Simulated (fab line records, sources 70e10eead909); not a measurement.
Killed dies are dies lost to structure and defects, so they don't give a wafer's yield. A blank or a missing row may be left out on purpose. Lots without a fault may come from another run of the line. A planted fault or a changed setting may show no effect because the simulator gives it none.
Chamber matching | flow nand_harc | NHARC_A_STAIRCASE_DEP_156 on pecvd-01: 3 sister chambers
The step deposits SiNx, target thk 50 nm. 30 wafers are shown with their chamber, then 12 later ones without.

WAFERS WITH THEIR CHAMBER
wafer  | chamber | heater_power_w (W) | heater_power_outer_w (W) | susceptor_temp_C (C)
L075.2 | 2       | 740                | 404                      | 400.07
L075.3 | 0       | 514                | 318                      | 399.99
L075.4 | 0       | 515                | 321                      | 399.91
L074.1 | 1       | 778                | 448                      | 399.96
L074.5 | 0       | 538                | 354                      | 400.39
L074.6 | 1       | 780                | 436                      | 399.88
L079.4 | 0       | 521                | 333                      | 399.92
L079.5 | 2       | 691                | 385                      | 400.12
L079.6 | 1       | 711                | 379                      | 399.83
L078.2 | 2       | 739                | 429                      | 399.97
L078.5 | 2       | 731                | 422                      | 399.28
L078.6 | 0       | 519                | 322                      | 399.57
L081.1 | 1       | 830                | 463                      | 399.91
L081.3 | 0       | 560                | 353                      | 400.24
L081.4 | 2       | 736                | 407                      | 399.94
L082.2 | 0       | 579                | 369                      | 399.50
L082.5 | 0       | 583                | 374                      | 400.04
L082.6 | 1       | 735                | 420                      | 400.29
L084.4 | 0       | 543                | 335                      | 400.33
L084.5 | 2       | 731                | 403                      | 400.36
L084.6 | 1       | 734                | 412                      | 399.88
L086.1 | 1       | 791                | 454                      | 400.01
L086.2 | 0       | 541                | 341                      | 400.06
L086.3 | 2       | 705                | 402                      | 400.14
L087.1 | 1       | 851                | 496                      | 400.13
L087.4 | 1       | 693                | 374                      | 400.02
L087.5 | 0       | 554                | 360                      | 399.97
L092.2 | 1       | 791                | 454                      | 399.75
L092.3 | 0       | 487                | 303                      | 399.72
L092.6 | 2       | 743                | 432                      | 400.40

SIGNATURES (means of the wafers above)
reading              | chamber 0 | chamber 1 | chamber 2 | scatter within a chamber
heater_power_w       | 537.83    | 769.40    | 727.00    | 35.7
heater_power_outer_w | 340.25    | 433.60    | 410.50    | 27.3
susceptor_temp_C     | 399.9700  | 399.9660  | 400.0350  | 0.266
Rule: a wafer's distance from a chamber is the root of the sum, over the readings, of the square of ((its reading less the chamber's mean) divided by the reading's scatter). The wafer belongs to the nearest chamber; if the next one is less than 2 further off, it can't be placed. The scatter: the root of (the sum of the squares of (reading less its chamber's mean) over the shown wafers, divided by (wafers less chambers)).

WAFERS WITHOUT THEIR CHAMBER
wafer  | heater_power_w (W) | heater_power_outer_w (W) | susceptor_temp_C (C)
L093.3 | 638                | 341                      | 400.10
L093.4 | 538                | 345                      | 399.92
L093.6 | 654                | 364                      | 400.13
L094.1 | 768                | 436                      | 399.91
L094.3 | 565                | 359                      | 400.34
L094.4 | 799                | 452                      | 400.02
L096.1 | 741                | 429                      | 399.74
L096.2 | 760                | 423                      | 399.78
L096.5 | 597                | 360                      | 400.17
L097.2 | 727                | 406                      | 399.95
L097.3 | 590                | 366                      | 399.74
L097.5 | 582                | 366                      | 399.61

WHICH CHAMBER EACH WENT THROUGH
wafer  | from the rows above          | in truth
L093.3 | can't be placed: 0 or 2      | 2
L093.4 | 0                            | 0
L093.6 | can't be placed: 2 or 0 or 1 | 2
L094.1 | can't be placed: 1 or 2      | 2
L094.3 | 0                            | 0
L094.4 | can't be placed: 1 or 2      | 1
L096.1 | can't be placed: 1 or 2      | 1
L096.2 | can't be placed: 1 or 2      | 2
L096.5 | 0                            | 0
L097.2 | can't be placed: 2 or 1      | 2
L097.3 | 0                            | 0
L097.5 | 0                            | 0
Placed correctly: 5 of 12. Can't be placed from these rows: 7 (the true chamber is among the candidates in 7). Placed wrongly: 0.
